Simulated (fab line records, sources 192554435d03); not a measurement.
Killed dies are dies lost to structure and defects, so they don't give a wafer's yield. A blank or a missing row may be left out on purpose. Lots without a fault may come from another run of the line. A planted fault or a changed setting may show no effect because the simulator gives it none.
Split-lot experiment | flow n5_finfet | 7 lots, 39 wafers read, on a route of 1938 steps

THE SPLIT
At N5_BEOL_M1_ILD_DEP_00 (deposits SiOC from DEMS/O2, target thk 79 nm, time 15.3 s), the setting target_thk_a was moved away from the recipe's 790 angstrom on 18 of the 39 wafers read, by -58.4% to +58.9%. The other wafers ran this setting at the recipe's value.

The file shows no step between the split and the reading.

THE READING
M1_ILD_THK, in nm, at N5_BEOL_M1_THK_MEAS_01. Fault-free wafers of this fab line usually give 78.6 nm, standard deviation 1.1 nm.

wafer  | tool, chamber at the split | target_thk_a as run, angstrom | against the recipe | M1_ILD_THK, nm | against lot-mates on the recipe
L075.3 | pecvd-04, 2                | 790                           | recipe             | 78.5           | -
L075.4 | pecvd-04, 0                | 790                           | recipe             | 79.4           | -
L075.5 | pecvd-04, 2                | 790                           | recipe             | 79.6           | -
L077.1 | pecvd-02, 1                | 328.4                         | -58.4%             | 31.6           | -46.9
L077.2 | pecvd-02, 0                | 790                           | recipe             | 77.7           | -
L077.3 | pecvd-02, 2                | 790                           | recipe             | 77.9           | -
L077.4 | pecvd-02, 2                | 790                           | recipe             | 79.8           | -
L077.5 | pecvd-02, 0                | 328.4                         | -58.4%             | 33.3           | -45.2
L077.6 | pecvd-02, 1                | 328.4                         | -58.4%             | 31.6           | -46.9
L081.1 | pecvd-02, 0                | 790                           | recipe             | 80.2           | -
L081.2 | pecvd-02, 2                | 790                           | recipe             | 80.5           | -
L081.3 | pecvd-02, 1                | 629.4                         | -20.3%             | 64.1           | -16.6
L081.4 | pecvd-02, 0                | 790                           | recipe             | 81.5           | -
L081.5 | pecvd-02, 1                | 629.4                         | -20.3%             | 64.0           | -16.7
L081.6 | pecvd-02, 2                | 629.4                         | -20.3%             | 65.3           | -15.4
L090.1 | pecvd-04, 1                | 790                           | recipe             | 77.1           | -
L090.2 | pecvd-04, 2                | 1112                          | +40.8%             | 110.8          | +32.5
L090.3 | pecvd-04, 0                | 1112                          | +40.8%             | 110.1          | +31.8
L090.4 | pecvd-04, 2                | 790                           | recipe             | 79.6           | -
L090.5 | pecvd-04, 0                | 1112                          | +40.8%             | 112.5          | +34.2
L090.6 | pecvd-04, 1                | 790                           | recipe             | 78.1           | -
L091.1 | pecvd-03, 0                | 1045                          | +32.3%             | 103.0          | +24.2
L091.2 | pecvd-03, 1                | 1045                          | +32.3%             | 102.2          | +23.4
L091.3 | pecvd-03, 1                | 1045                          | +32.3%             | 102.9          | +24.1
L091.4 | pecvd-03, 0                | 790                           | recipe             | 79.1           | -
L091.5 | pecvd-03, 1,0              | 790                           | recipe             | 78.6           | -
L091.6 | pecvd-03, 1,0              | 790                           | recipe             | 78.6           | -
L092.1 | pecvd-02, 1                | 1060                          | +34.2%             | 105.2          | +26.6
L092.2 | pecvd-02, 2,0              | 790                           | recipe             | 78.9           | -
L092.3 | pecvd-02, 0                | 790                           | recipe             | 78.0           | -
L092.4 | pecvd-02, 2                | 1060                          | +34.2%             | 106.4          | +27.8
L092.5 | pecvd-02, 1                | 1060                          | +34.2%             | 105.5          | +26.9
L092.6 | pecvd-02, 2,0              | 790                           | recipe             | 79.0           | -
L097.1 | pecvd-04, 0                | 790                           | recipe             | 78.2           | -
L097.2 | pecvd-04, 2                | 1255                          | +58.9%             | 124.2          | +45.5
L097.3 | pecvd-04, 1                | 1255                          | +58.9%             | 122.8          | +44.1
L097.4 | pecvd-04, 1                | 790                           | recipe             | 78.8           | -
L097.5 | pecvd-04, 2                | 1255                          | +58.9%             | 126.1          | +47.4
L097.6 | pecvd-04, 0                | 790                           | recipe             | 79.0           | -
Where a row lists several chambers, the file gives one row for several wafers and doesn't say which wafer went through which chamber.

THE FIT
A straight line over all 39 wafers: M1_ILD_THK changes by +0.78 nm for each +1% of target_thk_a; r = +1.00; the points scatter about the line by 1.2 nm.
The same after taking each lot's own level away (the mean of its wafers on the recipe; 39 wafers): +0.786 nm for each +1%; r = +1.00; scatter 0.91 nm.
On that fit, the largest move of target_thk_a shifts the reading by 46 nm.
The lots' own levels span 78.27 to 80.73 nm, that is 2.2 times the standard deviation above.
So the lot-to-lot level changes the slope little: the two slopes agree.
Check: with one of the wafers moved furthest among these (+58.9%) left out of the fit, the line predicts +46.2 nm for it against its lot-mates. It came out at +45.5 nm against them.

OTHER SPLITS ON THESE WAFERS
These wafers also went through other splits before the reading. Each is held against what the fit with the lots' levels taken away leaves over:
other split on the same wafers         | wafers away from the commonest value | r with M1_ILD_THK (lot level and that fit taken away)
N5_FIN_SAQP_PECVD_06 time_s            | 12                                   | -0.21
N5_SD_EPI_N_ETCH_45 target_depth_a     | 15                                   | +0.05
N5_HKMG_FIN_DEVELOP_11 develop_time_s  | 12                                   | -0.29
N5_GATE_CUT_DESCUM_18 time_s           | 6                                    | -0.07
N5_MOL_CONTACT_COAG_ALD_133 ald_cycles | 18                                   | -0.10

THE WHOLE CHAIN: every reading that the file lists as answering this split, in the file's order
step                   | what it does                                              | reading                                                                            | change (the file's fit)               | r (the file's)
N5_BEOL_M1_ILD_DEP_00  | deposits SiOC from DEMS/O2, target thk 79 nm, time 15.3 s | SiOC_of_BEOL_M1_ILD_DEP_00.thk_nm (the simulator's own value, which no gauge read) | +0.785 nm for each +1% of the setting | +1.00
N5_BEOL_M1_THK_MEAS_01 |                                                           | M1_ILD_THK                                                                         | +0.785 for each +1% of the setting    | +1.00

THE FILE'S OWN FIT
M1_ILD_THK changes by +0.785 nm for each +1% of target_thk_a, r = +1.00.
